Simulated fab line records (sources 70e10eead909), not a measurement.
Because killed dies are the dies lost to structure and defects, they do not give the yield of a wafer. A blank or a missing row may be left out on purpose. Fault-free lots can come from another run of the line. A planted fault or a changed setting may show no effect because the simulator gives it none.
Shared-tool check	flow nand harc	Lots sampled 11, wafers sampled 33

## REASON FOR OPENING
On 1 of the 11 lots, a flag is raised at NHARC_A_M0_CD_MEAS_09 on the reading cd nm. Wafers without a fault read 79.8 nm, standard deviation 0.49.
Rule: a lot gets a flag if all its wafers with a number sit over 4 standard deviations from that mean, or if no wafer of it has a number. The other lots count as sound.

lot	measured	on	cd nm (nm), wafer by wafer	flag
L820	day 17 20:05	cd sem-01	79.1 79.8 79.0	
L817	day 18 01:00	cd sem-03	79.3 78.4 79.0	
L821	day 18 06:20	cd sem-03	80.3 80.3 79.8	
L822	day 18 09:34	cd sem-01	79.6 79.8 79.4	
L824	day 19 04:43	cd sem-01	101.1 101.1 100.9	FLAGGED
L826	day 19 15:15	cd sem-03	80.1 79.3 79.4	
L832	day 21 14:02	cd sem-02	79.9 79.3 80.1	
L834	day 21 18:02	cd sem-02	80.3 80.3 80.3	
L835	day 22 06:25	cd sem-03	79.5 79.2 79.2	
L837	day 22 17:44	cd sem-01	80.0 79.6 80.0	
L838	day 22 18:10	cd sem-03	79.7 79.6 80.0	
The numbers of the flagged lots are 101.0 nm on average: +21.2 nm against the usual, or +43 standard deviations.

## TOOL THAT RAN EACH LOT
2 process steps preceding the reading are held in the record, out of 1159 steps in the route. Cell contents, in order: the tool; ch with the chambers the sampled wafers went through; the start.
lot	flag	NHARC_A_BLC_STRIP_29	NHARC_A_M0_EXPOSE_06
L820		rie diel-05 ch 0,2, day 17 17:11	arfi scanner-02 ch 0, day 17 19:56
L817		rie diel-12 ch 1,2,3, day 17 22:11	arfi scanner-03 ch 0, day 18 00:52
L821		rie diel-05 ch 1,2,3, day 18 01:39	arfi scanner-03 ch 0, day 18 06:11
L822		rie diel-06 ch 0,1,3, day 18 06:37	arfi scanner-02 ch 0, day 18 09:26
L824	FLAGGED	rie diel-05 ch 0,1,3, day 19 00:06	arfi scanner-02 ch 0, day 19 04:35
L826		rie diel-12 ch 1,3, day 19 12:22	arfi scanner-03 ch 0, day 19 15:07
L832		rie diel-12 ch 1,3, day 21 01:04	arfi scanner-03 ch 0, day 21 13:53
L834		rie diel-12 ch 1,2,3, day 21 10:08	arfi scanner-03 ch 0, day 21 17:54
L835		rie diel-05 ch 0,2,3, day 22 03:21	arfi scanner-03 ch 0, day 22 06:17
L837		rie diel-05 ch 0,2, day 22 12:28	arfi scanner-01 ch 0, day 22 17:35
L838		rie diel-12 ch 1,2,3, day 22 13:49	arfi scanner-03 ch 0, day 22 18:02
What these steps do:
- NHARC_A_BLC_STRIP_29: strips in CF4.
- NHARC_A_M0_EXPOSE_06: exposes mask A M0, target cd 80 nm.
- NHARC_A_M0_CD_MEAS_09: target cd 80 nm.

## FLAGGED OVER TOTAL, TOOL BY TOOL (the gauges that took the reading come last)
step	tool	lots run	flagged	share of the flagged lots	sound lots run after its first flagged lot
NHARC_A_BLC_STRIP_29	rie diel-05	5	1	all	2 (L835,L837)
NHARC_A_BLC_STRIP_29	rie diel-06	1	0	none	-
NHARC_A_BLC_STRIP_29	rie diel-12	5	0	none	-
NHARC_A_M0_EXPOSE_06	arfi scanner-01	1	0	none	-
NHARC_A_M0_EXPOSE_06	arfi scanner-02	3	1	all	0
NHARC_A_M0_EXPOSE_06	arfi scanner-03	7	0	none	-
NHARC_A_M0_CD_MEAS_09	cd sem-01	4	1	all	1 (L837)
NHARC_A_M0_CD_MEAS_09	cd sem-02	2	0	none	-
NHARC_A_M0_CD_MEAS_09	cd sem-03	5	0	none	-

## THE TABLE: WHAT IT ALLOWS
In the table, 3 rows ran each flagged lot (rie diel-05 at NHARC_A_BLC_STRIP_29; arfi scanner-02 at NHARC_A_M0_EXPOSE_06; cd sem-01 at NHARC_A_M0_CD_MEAS_09).
- rie diel-05 at NHARC_A_BLC_STRIP_29 ran 5 lots, 1 of them flagged. Sound lots followed the first flagged one (L835, L837) on it, something a lasting fault affecting the whole tool could not allow.
- arfi scanner-02 at NHARC_A_M0_EXPOSE_06 ran 3 lots, 1 of them flagged. Its last sound lot is L822 (day 18 09:26), its first flagged lot L824 (day 19 04:35): a fault that began between those two fits. Its own readings (exposure dose mJ cm2) fall more than 4 standard deviations out on all wafers of the flagged lots.
- cd sem-01 at NHARC_A_M0_CD_MEAS_09 ran 4 lots, 1 of them flagged. Sound lots followed the first flagged one (L837) on it, something a lasting fault affecting the whole tool could not allow.
What remains is a single tool, arfi scanner-02 at NHARC_A_M0_EXPOSE_06.

## WHAT WAS PUT IN BY THE SIMULATOR
Process parameter drift: arfi scanner-02, from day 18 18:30 on, at NHARC_A_M0_EXPOSE_06. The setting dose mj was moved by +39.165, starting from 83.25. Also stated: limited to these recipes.
Struck lots among those shown: L824. The rule above found the same.
